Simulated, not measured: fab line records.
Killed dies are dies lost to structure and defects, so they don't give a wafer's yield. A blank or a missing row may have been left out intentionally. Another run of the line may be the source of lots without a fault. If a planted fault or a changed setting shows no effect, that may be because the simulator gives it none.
What tool caused it? :: flow nand-harc :: Sampling: 12 lots, 36 wafers, 6 of 1302 route steps

WHAT THE GAUGES SHOWED, per wafer
NHARC_P_M1_INSPECT_11. Usual: raw-defect-count 4.2, standard deviation 2.3.
lot: L714
measured: day 6 21:47
on: defect-inspect-01
raw-defect-count: 9 3 7
flag: 

lot: L720
measured: day 9 09:26
on: defect-inspect-02
raw-defect-count: 1 3 8
flag: 

lot: L719
measured: day 9 09:59
on: defect-inspect-02
raw-defect-count: 3 2 3
flag: 

lot: L721
measured: day 10 00:07
on: defect-inspect-01
raw-defect-count: 4 2 3
flag: 

lot: L722
measured: day 10 08:38
on: defect-inspect-02
raw-defect-count: 1 1 5
flag: 

lot: L723
measured: day 10 17:07
on: defect-inspect-01
raw-defect-count: 4 2 6
flag: 

lot: L728
measured: day 12 23:46
on: defect-inspect-01
raw-defect-count: 9 3 4
flag: 

lot: L729
measured: day 13 13:19
on: defect-inspect-01
raw-defect-count: 2 7 3
flag: 

lot: L730
measured: day 13 14:44
on: defect-inspect-02
raw-defect-count: 2 1 1
flag: 

lot: L732
measured: day 14 13:41
on: defect-inspect-02
raw-defect-count: 6 5 8
flag: 

lot: L733
measured: day 15 01:08
on: defect-inspect-02
raw-defect-count: 6 7 7
flag: 

lot: L735
measured: day 15 22:49
on: defect-inspect-02
raw-defect-count: 4 3 4
flag: 

NHARC_P_M2_CD_MEAS_09: the cd target is 170 nm. Usual: cd-nm 169.9 nm, standard deviation 0.45.
lot: L714
measured: day 7 01:52
on: cd-sem-02
cd-nm (nm): 170.0 169.8 169.8
flag: 

lot: L720
measured: day 9 13:28
on: cd-sem-01
cd-nm (nm): 170.1 169.6 169.9
flag: 

lot: L719
measured: day 9 14:02
on: cd-sem-01
cd-nm (nm): 176.7 177.0 176.7 177.0 176.5 176.5
flag: OFF

lot: L721
measured: day 10 04:08
on: cd-sem-02
cd-nm (nm): 176.5 177.0 177.2 176.8 177.0 177.4
flag: OFF

lot: L722
measured: day 10 12:41
on: cd-sem-02
cd-nm (nm): 175.2 175.1 175.3 175.1 175.0 175.2
flag: OFF

lot: L723
measured: day 10 21:19
on: cd-sem-03
cd-nm (nm): 169.7 170.1 170.7
flag: 

lot: L728
measured: day 13 03:41
on: cd-sem-03
cd-nm (nm): 169.6 169.8 170.1
flag: 

lot: L729
measured: day 13 17:22
on: cd-sem-03
cd-nm (nm): 170.5 170.1 169.9
flag: 

lot: L730
measured: day 13 18:37
on: cd-sem-01
cd-nm (nm): 169.6 170.7 170.2
flag: 

lot: L732
measured: day 14 17:52
on: cd-sem-03
cd-nm (nm): 170.1 170.3 170.0
flag: 

lot: L733
measured: day 15 05:15
on: cd-sem-03
cd-nm (nm): 169.5 169.0 169.3
flag: 

lot: L735
measured: day 16 02:46
on: cd-sem-02
cd-nm (nm): 169.2 169.8 169.5
flag: 

NHARC_END_SORT_01. Usual: defect-limited-yield 91.7 %, standard deviation 2.8; killed-at-array 52, standard deviation 19; killed-at-other 0.8, standard deviation 1; killed-at-periphery 3.7, standard deviation 2.5; killed-dies 56, standard deviation 19; killed-open 3.5, standard deviation 2; killed-short 2.2, standard deviation 1.4; sort_bin_2_pct 2.9 %, standard deviation 1.2; sort_bin_3_pct 0.6 %, standard deviation 0.36; sort_bin_4_pct 4.8 %, standard deviation 1.6; sort-n-pass 621, standard deviation 19; sort-rim-yield-pct 92 %, standard deviation 3.9; sort-yield-pct 91.7 %, standard deviation 2.8.
lot: L721
measured: day 27 22:52
on: prober-02
defect-limited-yield (%): 94.4
killed-at-array: 36
killed-at-other: 0
killed-at-periphery: 2
killed-dies: 38
killed-open: 4
killed-short: 1
sort_bin_2_pct (%): 1.5
sort_bin_3_pct (%): 0.4
sort_bin_4_pct (%): 3.7
sort-n-pass: 639
sort-rim-yield-pct (%): 95
sort-yield-pct (%): 94.4
flag: 

WHAT TOOL EACH LOT RAN ON (gives the tool, then ch and the chambers of the sampled wafers, and finally the start)
lot: L714
NHARC_P_M1_DEGAS_29: pvd-sputter-03, day 6 22:53
NHARC_P_M1_DEP_33: pecvd-01 ch 0,2, day 7 00:37
NHARC_P_M2_PEB_07: litho-track-06 ch 0, day 7 01:47

lot: L720
NHARC_P_M1_DEGAS_29: pvd-sputter-02, day 9 10:31
NHARC_P_M1_DEP_33: pecvd-03 ch 1,2, day 9 12:15
NHARC_P_M2_PEB_07: litho-track-06 ch 0, day 9 13:23

lot: L719
NHARC_P_M1_DEGAS_29: pvd-sputter-01, day 9 11:04
NHARC_P_M1_DEP_33: pecvd-02 ch 0,1, day 9 12:47
NHARC_P_M2_PEB_07: litho-track-06 ch 0, day 9 13:58

lot: L721
NHARC_P_M1_DEGAS_29: pvd-sputter-03, day 10 01:12
NHARC_P_M1_DEP_33: pecvd-03 ch 0,1, day 10 02:56
NHARC_P_M2_PEB_07: litho-track-06 ch 0, day 10 04:04

lot: L722
NHARC_P_M1_DEGAS_29: pvd-sputter-03, day 10 09:43
NHARC_P_M1_DEP_33: pecvd-01 ch 0,1,2, day 10 11:27
NHARC_P_M2_PEB_07: litho-track-06 ch 0, day 10 12:36

lot: L723
NHARC_P_M1_DEGAS_29: pvd-sputter-03, day 10 18:15
NHARC_P_M1_DEP_33: pecvd-01 ch 0,1,2, day 10 20:05
NHARC_P_M2_PEB_07: litho-track-01 ch 0, day 10 21:14

lot: L728
NHARC_P_M1_DEGAS_29: pvd-sputter-01, day 13 00:52
NHARC_P_M1_DEP_33: pecvd-02 ch 0,1,2, day 13 02:36
NHARC_P_M2_PEB_07: litho-track-01 ch 0, day 13 03:36

lot: L729
NHARC_P_M1_DEGAS_29: pvd-sputter-02, day 13 14:25
NHARC_P_M1_DEP_33: pecvd-01 ch 0,1,2, day 13 16:09
NHARC_P_M2_PEB_07: litho-track-06 ch 0, day 13 17:17

lot: L730
NHARC_P_M1_DEGAS_29: pvd-sputter-01, day 13 15:50
NHARC_P_M1_DEP_33: pecvd-02 ch 0,2, day 13 17:36
NHARC_P_M2_PEB_07: litho-track-06 ch 0, day 13 18:32

lot: L732
NHARC_P_M1_DEGAS_29: pvd-sputter-01, day 14 14:46
NHARC_P_M1_DEP_33: pecvd-01 ch 0,1,2, day 14 16:42
NHARC_P_M2_PEB_07: litho-track-04 ch 0, day 14 17:47

lot: L733
NHARC_P_M1_DEGAS_29: pvd-sputter-03, day 15 02:17
NHARC_P_M1_DEP_33: pecvd-02 ch 0,1,2, day 15 04:03
NHARC_P_M2_PEB_07: litho-track-06 ch 0, day 15 05:10

lot: L735
NHARC_P_M1_DEGAS_29: pvd-sputter-02, day 15 23:56
NHARC_P_M1_DEP_33: pecvd-01 ch 0,1,2, day 16 01:38
NHARC_P_M2_PEB_07: litho-track-04 ch 0, day 16 02:41
- NHARC_P_M1_DEGAS_29: time 60 s.
- NHARC_P_M1_DEP_33: deposits SiCN, target thk 30 nm.
- NHARC_P_M2_PEB_07: peb time 65 s.

AS READ BY THE TOOLS THEMSELVES (means over the sampled wafers that have a number; for cases with no such wafer, the mark the record gives instead)
NHARC_P_M1_DEGAS_29. Usual: heater-power-w 325 W, standard deviation 20.
lot: L714
tool: pvd-sputter-03
heater-power-w (W): 325
flag: 

lot: L720
tool: pvd-sputter-02
heater-power-w (W): 353
flag: 

lot: L719
tool: pvd-sputter-01
heater-power-w (W): 313
flag: 

lot: L721
tool: pvd-sputter-03
heater-power-w (W): 323
flag: 

lot: L722
tool: pvd-sputter-03
heater-power-w (W): 320
flag: 

lot: L723
tool: pvd-sputter-03
heater-power-w (W): 319
flag: 

lot: L728
tool: pvd-sputter-01
heater-power-w (W): 315
flag: 

lot: L729
tool: pvd-sputter-02
heater-power-w (W): 316
flag: 

lot: L730
tool: pvd-sputter-01
heater-power-w (W): 322
flag: 

lot: L732
tool: pvd-sputter-01
heater-power-w (W): 326
flag: 

lot: L733
tool: pvd-sputter-03
heater-power-w (W): 303
flag: 

lot: L735
tool: pvd-sputter-02
heater-power-w (W): 317
flag: 

NHARC_P_M1_DEP_33. Usual: heater-power-w 551 W, standard deviation 79.
lot: L714
tool: pecvd-01
heater-power-w (W): 482
flag: 

lot: L720
tool: pecvd-03
heater-power-w (W): 644
flag: 

lot: L719
tool: pecvd-02
heater-power-w (W): 461
flag: 

lot: L721
tool: pecvd-03
heater-power-w (W): 613
flag: 

lot: L722
tool: pecvd-01
heater-power-w (W): 557
flag: 

lot: L723
tool: pecvd-01
heater-power-w (W): 573
flag: 

lot: L728
tool: pecvd-02
heater-power-w (W): 473
flag: 

lot: L729
tool: pecvd-01
heater-power-w (W): 541
flag: 

lot: L730
tool: pecvd-02
heater-power-w (W): 470
flag: 

lot: L732
tool: pecvd-01
heater-power-w (W): 567
flag: 

lot: L733
tool: pecvd-02
heater-power-w (W): 484
flag: 

lot: L735
tool: pecvd-01
heater-power-w (W): 539
flag: 

NHARC_P_M2_PEB_07. Usual: exhaust-pa 44.8 Pa, standard deviation 0.93; heater-power-total-W 156.6 W, standard deviation 0.44; plate-temp-C 100.00 C, standard deviation 0.14.
lot: L714
tool: litho-track-06
exhaust-pa (Pa): 43.7
heater-power-total-W (W): 156.2
plate-temp-C (C): 99.89
flag: 

lot: L720
tool: litho-track-06
exhaust-pa (Pa): 44.6
heater-power-total-W (W): 156.5
plate-temp-C (C): 100.20
flag: 

lot: L719
tool: litho-track-06
exhaust-pa (Pa): 44.0
heater-power-total-W (W): 160.9
plate-temp-C (C): 102.01
flag: OFF

lot: L721
tool: litho-track-06
exhaust-pa (Pa): 45.6
heater-power-total-W (W): 160.9
plate-temp-C (C): 102.19
flag: OFF

lot: L722
tool: litho-track-06
exhaust-pa (Pa): 44.7
heater-power-total-W (W): 161.0
plate-temp-C (C): 102.09
flag: OFF

lot: L723
tool: litho-track-01
exhaust-pa (Pa): 46.0
heater-power-total-W (W): 156.8
plate-temp-C (C): 100.09
flag: 

lot: L728
tool: litho-track-01
exhaust-pa (Pa): 44.4
heater-power-total-W (W): 156.6
plate-temp-C (C): 99.77
flag: 

lot: L729
tool: litho-track-06
exhaust-pa (Pa): 44.5
heater-power-total-W (W): 156.5
plate-temp-C (C): 99.99
flag: 

lot: L730
tool: litho-track-06
exhaust-pa (Pa): 45.2
heater-power-total-W (W): 157.2
plate-temp-C (C): 99.90
flag: 

lot: L732
tool: litho-track-04
exhaust-pa (Pa): 45.5
heater-power-total-W (W): 156.9
plate-temp-C (C): 99.79
flag: 

lot: L733
tool: litho-track-06
exhaust-pa (Pa): 43.9
heater-power-total-W (W): 156.8
plate-temp-C (C): 100.00
flag: 

lot: L735
tool: litho-track-04
exhaust-pa (Pa): 45.5
heater-power-total-W (W): 156.4
plate-temp-C (C): 99.95
flag: 

THE ANSWER, worked out from the rows above alone
Rule: a lot counts as off when the mean over its wafers that have a number is more than 3 standard deviations away from the usual mean. A lot without any number at a reading at which 4 lots or more have one is off too. Any other lot the step has rows for is counted as sound. Order of review: gauges by route order, followed by the tools' own readings, for which a lot's mean as printed above is used. The first step at which some lot is off is used, and at that step the reading that is off furthest; a lot without a number counts as furthest.
Off, at NHARC_P_M2_CD_MEAS_09 on cd-nm: L719, L721, L722.
If a tool, at a process step before that reading, ran all the lots that are off and no sound lot after the first of them, it fits. Not tried: the gauges at NHARC_P_M2_CD_MEAS_09; whatever is off there is also off at NHARC_P_M2_PEB_07, on other tools, and gauge error can't account for it. No candidate that was tried fits.

WHAT HAD BEEN PUT IN BY THE SIMULATOR
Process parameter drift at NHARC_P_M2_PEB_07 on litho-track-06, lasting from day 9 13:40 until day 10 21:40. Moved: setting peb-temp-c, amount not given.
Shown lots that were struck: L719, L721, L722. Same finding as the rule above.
